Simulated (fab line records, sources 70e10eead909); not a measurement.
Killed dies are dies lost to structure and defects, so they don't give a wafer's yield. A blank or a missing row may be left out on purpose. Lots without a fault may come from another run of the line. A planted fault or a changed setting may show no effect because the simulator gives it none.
Which tool did it? | flow nand_harc | 24 lots, 72 wafers sampled, at 5 steps of a route of 1159

WHAT THE GAUGES READ, wafer by wafer
NHARC_A_M1_THK_MEAS_24: measures by xrf. Usual: thk_nm 153.8 nm, standard deviation 1.6.
lot  | measured     | on            | thk_nm (nm)       | flag
L074 | day 17 22:12 | film_metro-02 | 153.6 152.1 152.8 |
L077 | day 17 23:37 | film_metro-02 | 153.4 149.9 153.1 |
L075 | day 18 00:39 | film_metro-01 | 153.9 152.3 156.0 |
L076 | day 18 03:43 | film_metro-02 | 154.3 153.6 150.7 |
L078 | day 18 09:02 | film_metro-01 | 155.6 152.5 152.8 |
L079 | day 19 12:20 | film_metro-02 | 152.3 151.9 150.2 |
L084 | day 19 17:19 | film_metro-02 | 152.4 153.2 155.2 |
L080 | day 19 23:54 | film_metro-01 | 153.1 154.4 152.0 |
L082 | day 20 02:36 | film_metro-01 | 149.9 152.4 155.5 |
L083 | day 20 03:41 | film_metro-02 | 156.9 152.2 153.9 |
L081 | day 20 08:11 | film_metro-02 | 154.7 156.4 154.0 |
L085 | day 20 14:58 | film_metro-01 | 153.4 153.8 153.8 |
L086 | day 20 15:20 | film_metro-01 | 155.2 156.0 156.1 |
L087 | day 20 18:28 | film_metro-01 | 151.8 155.1 153.7 |
L088 | day 21 01:35 | film_metro-01 | 152.7 151.5 153.9 |
L089 | day 22 01:27 | film_metro-01 | 155.5 153.5 154.5 |
L091 | day 22 02:44 | film_metro-01 | 152.9 155.0 154.0 |
L090 | day 22 02:28 | film_metro-01 | 153.9 152.8 154.5 |
L092 | day 22 11:55 | film_metro-02 | 152.0 154.2 154.4 |
L093 | day 22 13:59 | film_metro-02 | 153.6 154.7 153.7 |
L094 | day 22 15:02 | film_metro-01 | 155.2 153.4 152.0 |
L097 | day 23 19:06 | film_metro-01 | 154.3 155.8 157.8 |
L095 | day 23 19:24 | film_metro-01 | 157.0 155.8 155.8 |
L096 | day 23 23:02 | film_metro-02 | 151.4 155.0 152.1 |

NHARC_A_BONDPAD_CD_MEAS_09: target cd 500 nm. Usual: cd_nm 501.5 nm, standard deviation 2.6.
lot  | measured     | on        | cd_nm (nm)        | flag
L074 | day 18 00:11 | cd_sem-02 | 498.7 505.7 504.6 |
L077 | day 18 02:00 | cd_sem-02 | 502.8 505.4 499.6 |
L075 | day 18 02:38 | cd_sem-03 | 500.0 505.5 506.0 |
L076 | day 18 05:48 | cd_sem-02 | 503.2 498.5 499.4 |
L078 | day 18 10:59 | cd_sem-02 | 500.7 504.5 499.7 |
L079 | day 19 14:25 | cd_sem-02 | 500.3 499.3 502.5 |
L084 | day 19 19:25 | cd_sem-02 | 500.4 498.4 499.7 |
L080 | day 20 02:10 | cd_sem-02 | 494.9 502.2 499.6 |
L082 | day 20 04:43 | cd_sem-03 | 499.6 502.0 503.1 |
L083 | day 20 05:50 | cd_sem-03 | 503.6 499.0 502.1 |
L081 | day 20 10:16 | cd_sem-02 | 503.9 503.0 504.7 |
L085 | day 20 17:05 | cd_sem-01 | 504.0 503.0 503.2 |
L086 | day 20 17:19 | cd_sem-03 | 501.6 500.4 502.4 |
L087 | day 20 20:43 | cd_sem-02 | 502.1 498.7 501.7 |
L088 | day 21 03:32 | cd_sem-02 | 502.4 503.8 498.9 |
L089 | day 22 03:25 | cd_sem-03 | 500.1 499.4 502.9 |
L091 | day 22 04:52 | cd_sem-01 | 502.4 499.7 502.6 |
L090 | day 22 04:38 | cd_sem-02 | 503.0 499.3 504.0 |
L092 | day 22 13:56 | cd_sem-01 | 502.2 498.1 504.2 |
L093 | day 22 16:38 | cd_sem-01 | 497.3 504.1 502.4 |
L094 | day 22 17:08 | cd_sem-01 | 498.3 502.0 502.6 |
L097 | day 23 21:11 | cd_sem-03 | 501.1 500.6 501.1 |
L095 | day 23 21:29 | cd_sem-03 | 499.1 498.0 496.9 |
L096 | day 24 00:59 | cd_sem-03 | 502.2 499.0 503.2 |

NHARC_A_BONDPAD_CD_MEAS_13. Usual: cd_nm 501.0 nm, standard deviation 2.8.
lot  | measured     | on        | cd_nm (nm)        | flag
L074 | day 18 00:43 | cd_sem-03 | 497.2 505.0 503.5 |
L077 | day 18 02:35 | cd_sem-02 | 504.0 503.5 502.4 |
L075 | day 18 03:10 | cd_sem-03 | 499.9 504.2 506.3 |
L076 | day 18 06:19 | cd_sem-01 | 503.4 497.5 498.2 |
L078 | day 18 11:31 | cd_sem-01 | 499.5 503.9 499.0 |
L079 | day 19 14:57 | cd_sem-02 | 499.0 499.6 502.5 |
L084 | day 19 20:05 | cd_sem-02 | 499.8 497.5 500.6 |
L080 | day 20 02:41 | cd_sem-03 | 493.9 502.6 498.2 |
L082 | day 20 05:14 | cd_sem-01 | 500.0 501.4 502.4 |
L083 | day 20 06:22 | cd_sem-03 | 503.6 498.3 501.3 |
L081 | day 20 10:48 | cd_sem-02 | 502.7 502.3 503.1 |
L085 | day 20 17:40 | cd_sem-01 | 502.6 502.7 501.9 |
L086 | day 20 17:58 | cd_sem-01 | 501.6 500.0 503.3 |
L087 | day 20 21:16 | cd_sem-02 | 502.3 498.1 501.4 |
L088 | day 21 04:04 | cd_sem-01 | 500.3 503.3 497.5 |
L089 | day 22 03:57 | cd_sem-02 | 499.4 499.8 501.6 |
L091 | day 22 05:25 | cd_sem-03 | 502.0 497.6 503.2 |
L090 | day 22 05:10 | cd_sem-01 | 502.5 498.9 502.5 |
L092 | day 22 14:29 | cd_sem-01 | 501.9 496.6 503.5 |
L093 | day 22 17:20 | cd_sem-02 | 495.3 505.0 502.3 |
L094 | day 22 17:56 | cd_sem-03 | 496.3 500.4 500.5 |
L097 | day 23 21:43 | cd_sem-03 | 502.8 500.1 500.0 |
L095 | day 23 22:00 | cd_sem-02 | 498.3 497.4 496.7 |
L096 | day 24 01:31 | cd_sem-02 | 501.0 498.1 503.5 |

WHICH TOOL RAN EACH LOT (tool, then ch and the chambers of the sampled wafers, then the start)
lot  | NHARC_A_M0_CMP_23             | NHARC_A_M1_PRE_CLEAN_32
L074 | cmp-02 ch 1,2,3, day 17 17:35 | pecvd-04 ch 0,1, day 17 22:27
L077 | cmp-02 ch 1,2,3, day 17 19:06 | pecvd-01 ch 1,2, day 17 23:56
L075 | cmp-03 ch 0,1,3, day 17 20:12 | pecvd-04 ch 1,2, day 18 00:53
L076 | cmp-03 ch 1,3, day 17 23:09   | pecvd-02 ch 0,1, day 18 03:58
L078 | cmp-03 ch 1,3, day 18 04:37   | pecvd-02 ch 0,1,2, day 18 09:15
L079 | cmp-03 ch 0,3, day 19 07:50   | pecvd-02 ch 0,1,2, day 19 12:34
L084 | cmp-03 ch 0,1,2, day 19 12:50 | pecvd-04 ch 0,1,2, day 19 17:32
L080 | cmp-03 ch 0,3, day 19 19:20   | pecvd-02 ch 0,1,2, day 20 00:19
L082 | cmp-02 ch 1,2,3, day 19 22:07 | pecvd-04 ch 1,2, day 20 02:50
L083 | cmp-03 ch 1,2,3, day 19 23:03 | pecvd-04 ch 0,1,2, day 20 03:56
L081 | cmp-04 ch 0,1,3, day 20 03:40 | pecvd-01 ch 1,2, day 20 08:24
L085 | cmp-04 ch 1,2,3, day 20 10:11 | pecvd-04 ch 0,1,2, day 20 15:11
L086 | cmp-03 ch 1,2,3, day 20 10:53 | pecvd-01 ch 0,1,2, day 20 15:34
L087 | cmp-04 ch 0,2,3, day 20 14:08 | pecvd-01 ch 0,1,2, day 20 18:53
L088 | cmp-04 ch 0,1,3, day 20 21:04 | pecvd-04 ch 0,2, day 21 01:48
L089 | cmp-03 ch 0,2,3, day 21 19:53 | pecvd-01 ch 0,1,2, day 22 01:41
L091 | cmp-03 ch 0,3, day 21 21:33   | pecvd-04 ch 0,1,2, day 22 03:00
L090 | cmp-04 ch 2,3, day 21 21:50   | pecvd-02 ch 0,1,2, day 22 02:44
L092 | cmp-02 ch 1,2,3, day 22 07:24 | pecvd-04 ch 1,2, day 22 12:10
L093 | cmp-04 ch 1,2,3, day 22 09:29 | pecvd-04 ch 0,1, day 22 14:46
L094 | cmp-03 ch 0,1, day 22 10:34   | pecvd-04 ch 0,1,2, day 22 15:19
L097 | cmp-04 ch 1,2, day 23 14:41   | pecvd-04 ch 1,2, day 23 19:20
L095 | cmp-03 ch 0,1, day 23 14:46   | pecvd-01 ch 0,1,2, day 23 19:38
L096 | cmp-02 ch 0,1,2, day 23 18:29 | pecvd-02 ch 0,1,2, day 23 23:16
- NHARC_A_M0_CMP_23: polishes, t overpolish 20 s, target thk 113.75 nm.
- NHARC_A_M1_PRE_CLEAN_32: time 12 s.

WHAT THE TOOLS THEMSELVES READ (means of the sampled wafers that have a number; where no wafer has one, the mark that the record gives instead)
NHARC_A_M0_CMP_23. Usual: motor_current_A 11.6 A, standard deviation 1; retaining_ring_pressure_frac 1.000, standard deviation 0.0049; slurry_flow_ml_min 150.0, standard deviation 0.44; time_to_endpoint_s 28.3 s, standard deviation 2.6.
lot  | tool   | motor_current_A (A) | retaining_ring_pressure_frac | slurry_flow_ml_min | time_to_endpoint_s (s) | flag
L074 | cmp-02 | 12.3                | 1.006                        | 149.6              | 25.7                   |
L077 | cmp-02 | 12.2                | 0.999                        | 150.3              | 28.5                   |
L075 | cmp-03 | 11.3                | 0.997                        | 149.8              | 28.9                   |
L076 | cmp-03 | 10.5                | 0.998                        | 150.6              | 28.0                   |
L078 | cmp-03 | 10.9                | 1.001                        | 150.1              | 27.4                   |
L079 | cmp-03 | 11.6                | 1.001                        | 149.7              | 29.1                   |
L084 | cmp-03 | 11.1                | 0.996                        | 149.7              | 28.2                   |
L080 | cmp-03 | 12.3                | 0.996                        | 150.1              | 29.1                   |
L082 | cmp-02 | 12.2                | 0.997                        | 149.7              | 27.7                   |
L083 | cmp-03 | 10.7                | 0.997                        | 150.1              | 29.6                   |
L081 | cmp-04 | 12.4                | 0.998                        | 150.4              | 27.4                   |
L085 | cmp-04 | 12.0                | 0.999                        | 149.8              | 24.8                   |
L086 | cmp-03 | 10.6                | 1.000                        | 149.8              | 26.4                   |
L087 | cmp-04 | 11.8                | 0.999                        | 150.0              | 25.9                   |
L088 | cmp-04 | 12.1                | 1.006                        | 149.9              | 24.6                   |
L089 | cmp-03 | 10.9                | 1.002                        | 150.1              | 31.4                   |
L091 | cmp-03 | 11.7                | 1.000                        | 149.6              | 31.5                   |
L090 | cmp-04 | 12.4                | 0.996                        | 150.3              | 28.4                   |
L092 | cmp-02 | 12.0                | 1.001                        | 150.1              | 28.2                   |
L093 | cmp-04 | 12.4                | 1.002                        | 150.6              | 25.3                   |
L094 | cmp-03 | 10.8                | 1.004                        | 150.0              | 34.1                   |
L097 | cmp-04 | 11.7                | 1.003                        | 150.0              | 27.0                   |
L095 | cmp-03 | 11.9                | 0.997                        | 149.6              | 30.5                   |
L096 | cmp-02 | 12.5                | 0.996                        | 149.9              | 30.3                   |

NHARC_A_M1_PRE_CLEAN_32. Usual: heater_power_w 617 W, standard deviation 64; rf_fwd_power_W 292.4 W, standard deviation 0.89.
lot  | tool     | heater_power_w (W) | rf_fwd_power_W (W) | flag
L074 | pecvd-04 | 663                | 292.7              |
L077 | pecvd-01 | 604                | 292.9              |
L075 | pecvd-04 | 618                | 292.1              |
L076 | pecvd-02 | 620                | 292.7              |
L078 | pecvd-02 | 654                | 292.9              |
L079 | pecvd-02 | 636                | 292.3              |
L084 | pecvd-04 | 601                | 292.8              |
L080 | pecvd-02 | 660                | 291.9              |
L082 | pecvd-04 | 596                | 290.8              |
L083 | pecvd-04 | 567                | 292.2              |
L081 | pecvd-01 | 632                | 291.6              |
L085 | pecvd-04 | 609                | 292.9              |
L086 | pecvd-01 | 646                | 292.4              |
L087 | pecvd-01 | 626                | 292.7              |
L088 | pecvd-04 | 509                | 292.3              |
L089 | pecvd-01 | 665                | 293.0              |
L091 | pecvd-04 | 603                | 292.6              |
L090 | pecvd-02 | 658                | 292.3              |
L092 | pecvd-04 | 596                | 293.5              |
L093 | pecvd-04 | 586                | 293.0              |
L094 | pecvd-04 | 541                | 292.2              |
L097 | pecvd-04 | 564                | 292.7              |
L095 | pecvd-01 | 656                | 291.6              |
L096 | pecvd-02 | 661                | 291.5              |

THE ANSWER, worked out from the rows above alone
Rule: a lot is off if the mean of its wafers that have a number lies more than 3 standard deviations from the usual mean. A lot without any number at a reading at which 4 lots or more have one is off too. The other lots that the step has rows for count as sound. The gauges are gone through in route order, then the tools' own readings, and for those a lot's mean is taken as printed above. The first step at which some lot is off is used, and at that step the reading that is off furthest; a lot without a number counts as furthest.
No lot is off at any reading shown: from this, nothing can be told.

WHAT THE SIMULATOR HAD PUT IN
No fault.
